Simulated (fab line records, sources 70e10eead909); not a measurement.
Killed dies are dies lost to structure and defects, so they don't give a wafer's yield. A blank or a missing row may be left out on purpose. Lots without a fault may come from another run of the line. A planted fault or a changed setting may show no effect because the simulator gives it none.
fab line records | flow nand_harc
record lots=6 wafers=17 last_day=33
route steps=1302 shown A_ONON_D1@430
lots that met no fault: from a run of the same line without faults
start_h: hours from the record's first day to the start of the lot's first wafer shown | wait_h: hours since the lot's step before | " the same as in the row above | L1.1+2: a row that stands for several wafers | - no value, or no start given | * or withheld: withheld | < > ~ a bound
route shown NAME@n: a module of which the file shows steps, and the number in the route of the first | usual: mean/standard deviation of fault-free wafers | same: alike in all rows | chamber/n: place in a boat | sites: the reading at each site | _std_site: their standard deviation | _edge_site: outer sites' mean less inner sites' | radius_mm: how far each site lies from the wafer's centre | mask NAME#n: copy n | behind: the tool/chamber that last shaped the wafer | hold: why the lot was held/for how many hours/how that ended | device: the transistor (n, p or np) that didn't switch | end of line: the same wafers' tests at the end of the route | a step without rows: its recipe alone | killed: dies lost to structure and defects at the first sort, not the wafer's yield | map: a wafer's dies, x killed, . not, _ none there
set.NAME: the setting as run; set.NAME@STEP: as run at that earlier step | model.NAME: the simulator's own value behind a step, which no gauge read
lots at some steps of the route; a table a step, a row a wafer
services: from which hour (start_h, from the record's first day; less than 0 if before it) a tool's chamber was out of use, for how many hours, and why
## steps
# step NHARC_A_ONON_D1_DEP_09
# recipe target_thk_a=10000 n2_flow_sccm=2750 n2o_flow_sccm=2000 nh3_flow_sccm=500 sih4_flow_sccm=210 temp_c=400
# step NHARC_A_ONON_D1_THK_MEAS_11
# recipe thk_meas_gauge=ellipsometry
# usual thk_nm=997/9.6
# columns lot.wafer tool chamber start_h wait_h thk_nm
L735.2 film_metro-02 - 271.64 - 997
L735.3 " - " " 997
L735.5 " - " " 998
L737.4 film_metro-02 - 293.31 - 1000
L737.5 " - " " 999
L742.1 film_metro-02 - 336.27 - 989
L742.5 " - " " 988
L742.6 " - " " 988
L743.1 film_metro-02 - 355.69 - 1002
L743.3 " - " " 1001
L743.5 " - " " 1001
L745.2 film_metro-02 - 369.05 - 1001
L745.3 " - " " 998
L745.5 " - " " 999
L746.2 film_metro-01 - 388.81 - 986
L746.3 " - " " 988
L746.4 " - " " 986
# step NHARC_A_ONON_D1_DEP_12
# recipe target_thk_a=10000 n2_flow_sccm=2750 n2o_flow_sccm=2000 nh3_flow_sccm=500 sih4_flow_sccm=210 temp_c=400
# step NHARC_A_ONON_D1_THK_MEAS_14
# recipe thk_meas_gauge=ellipsometry
# usual thk_nm=1001/11
# columns lot.wafer tool chamber start_h wait_h thk_nm
L735.2 film_metro-01 - 272.21 - 1006
L735.3 " - " " 1007
L735.5 " - " " 1007
L737.4 film_metro-02 - 293.88 - 992
L737.5 " - " " 994
L742.1 film_metro-02 - 336.84 - 1002
L742.5 " - " " 1000
L742.6 " - " " 999
L743.1 film_metro-01 - 356.25 - 1009
L743.3 " - " " 1009
L743.5 " - " " 1011
L745.2 film_metro-01 - 369.62 - 1009
L745.3 " - " " 1010
L745.5 " - " " 1009
L746.2 film_metro-01 - 389.37 - 1010
L746.3 " - " " 1011
L746.4 " - " " 1010
# step NHARC_A_ONON_D1_ANNEAL_15
# recipe temp_c=750 time_s=3600
# step NHARC_A_ONON_D1_DEP_16
# recipe target_thk_a=10000 n2_flow_sccm=2750 n2o_flow_sccm=2000 nh3_flow_sccm=500 sih4_flow_sccm=210 temp_c=400
# step NHARC_A_ONON_D1_THK_MEAS_18
# recipe thk_meas_gauge=ellipsometry
# usual thk_nm=1000/7.9
# columns lot.wafer tool chamber start_h wait_h thk_nm
L735.2 film_metro-02 - 279.95 - 1004
L735.3 " - " " 1001
L735.5 " - " " 1004
L737.4 film_metro-01 - 303.12 - 1001
L737.5 " - " " 1001
L742.1 film_metro-02 - 344.80 - 1015
L742.5 " - " " 1017
L742.6 " - " " 1016
L743.1 film_metro-02 - 364.08 - 989
L743.3 " - " " 990
L743.5 " - " " 990
L745.2 film_metro-01 - 377.84 - 999
L745.3 " - " " 1001
L745.5 " - " " 1000
L746.2 film_metro-02 - 397.18 - 1016
L746.3 " - " " 1015
L746.4 " - " " 1016
# step NHARC_A_ONON_D1_DEP_19
# recipe target_thk_a=10000 n2_flow_sccm=2750 n2o_flow_sccm=2000 nh3_flow_sccm=500 sih4_flow_sccm=210 temp_c=400
# step NHARC_A_ONON_D1_THK_MEAS_21
# recipe thk_meas_gauge=ellipsometry
# usual thk_nm=996/10
# columns lot.wafer tool chamber start_h wait_h thk_nm
L735.2 film_metro-02 - 280.52 - 986
L735.3 " - " " 989
L735.5 " - " " 987
L737.4 film_metro-02 - 303.69 - 1004
L737.5 " - " " 1003
L742.1 film_metro-02 - 345.36 - 1001
L742.5 " - " " 1001
L742.6 " - " " 999
L743.1 film_metro-02 - 364.64 - 993
L743.3 " - " " 993
L743.5 " - " " 992
L745.2 film_metro-01 - 378.40 - 1003
L745.3 " - " " 1002
L745.5 " - " " 1005
L746.2 film_metro-01 - 397.77 - 986
L746.3 " - " " 986
L746.4 " - " " 986
# step NHARC_A_ONON_D1_DEP_22
# recipe target_thk_a=10000 n2_flow_sccm=2750 n2o_flow_sccm=2000 nh3_flow_sccm=500 sih4_flow_sccm=210 temp_c=400
# step NHARC_A_ONON_D1_THK_MEAS_24
# recipe thk_meas_gauge=ellipsometry
# usual thk_nm=999/9.8
# columns lot.wafer tool chamber start_h wait_h thk_nm
L735.2 film_metro-01 - 281.09 - 1015
L735.3 " - " " 1015
L735.5 " - " " 1013
L737.4 film_metro-02 - 304.25 - 990
L737.5 " - " " 990
L742.1 film_metro-02 - 345.92 - 1017
L742.5 " - " " 1018
L742.6 " - " " 1019
L743.1 film_metro-02 - 365.21 - 999
L743.3 " - " " 1000
L743.5 " - " " 1000
L745.2 film_metro-01 - 378.96 - 991
L745.3 " - " " 992
L745.5 " - " " 991
L746.2 film_metro-02 - 398.34 - 976
L746.3 " - " " 978
L746.4 " - " " 976
# step NHARC_A_ONON_D1_DEP_25
# recipe target_thk_a=10000 n2_flow_sccm=2750 n2o_flow_sccm=2000 nh3_flow_sccm=500 sih4_flow_sccm=210 temp_c=400
# usual susceptor_temp_C=400.07/0.23
# columns lot.wafer tool chamber start_h wait_h susceptor_temp_C
L735.2 pecvd_onon-04 0 281.21 0.1 400.01
L735.3 " 0 " " 399.92
L735.5 " 0 " " 399.77
L737.4 pecvd_onon-04 0 304.48 0.2 399.67
L737.5 " 0 " " 399.95
L742.1 pecvd_onon-02 0 345.98 0.1 400.28
L742.5 " 0 " " 400.11
L742.6 " 0 " " 400.25
L743.1 pecvd_onon-02 0 365.26 0.1 399.83
L743.3 " 0 " " 400.09
L743.5 " 0 " " 399.98
L745.2 pecvd_onon-04 0 379.08 0.1 399.72
L745.3 " 0 " " 400.32
L745.5 " 0 " " 400.05
L746.2 pecvd_onon-04 0 398.45 0.1 400.25
L746.3 " 0 " " 400.21
L746.4 " 0 " " 400.28
# step NHARC_A_ONON_D1_THK_MEAS_27
# recipe thk_meas_gauge=ellipsometry
# usual thk_nm=997/8.8
# columns lot.wafer tool chamber start_h wait_h thk_nm
L735.2 film_metro-02 - 281.66 - 687
L735.3 " - " " 999
L735.5 " - " " 999
L737.4 film_metro-01 - 304.82 - 676
L737.5 " - " " 988
L742.1 film_metro-01 - 346.49 - 1005
L742.5 " - " " 1004
L742.6 " - " " 1003
L743.1 film_metro-02 - 365.77 - 1011
L743.3 " - " " 1009
L743.5 " - " " 1010
L745.2 film_metro-01 - 379.53 - 999
L745.3 " - " " 1000
L745.5 " - " " 999
L746.2 film_metro-01 - 398.90 - 997
L746.3 " - " " 996
L746.4 " - " " 1000
# step NHARC_A_ONON_D1_DEP_28
# recipe target_thk_a=10000 n2_flow_sccm=2750 n2o_flow_sccm=2000 nh3_flow_sccm=500 sih4_flow_sccm=210 temp_c=400
## services
# columns tool chamber start_h hours kind
pecvd_onon-04 - 311.00 13.0 pm
pecvd_onon-02 - 366.00 13.0 pm
## key
first_sign step=NHARC_A_ONON_D1_THK_MEAS_27 reading=thk_nm direction=down sigmas=36 usual=997 struck=681
effect none on later readings
met_at NHARC_A_ONON_D1_DEP_25
struck_wafers L735.2,L737.4
later_rows_left_out L735.2,L737.4
sort_left_out L735.2,L737.4
tester_left_out L735,L737
fault kind=process_parameter_drift tool=pecvd_onon-04 chamber=- onset_h=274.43 steps=NHARC_A_ONON_D1_DEP_25 channel=target_thk_a offset=* shape=step end_h=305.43 scope=struck_wafers_only acts_in=* stated=*
# tester_left_out: of these lots the tester's yield and bins aren't shown, on N5 and GAA mostly nor the transistor test; their killed dies are dies lost to structure and defects alone, not to doping, threshold or leakage, so they don't give the yield
# sort_left_out: the simulated sort isn't trusted on such a fault, so these wafers' sort isn't shown, and their yield isn't known
# later_rows_left_out: the simulator's readings of these wafers behind a module that went badly wrong aren't trusted and aren't shown, but for the sort
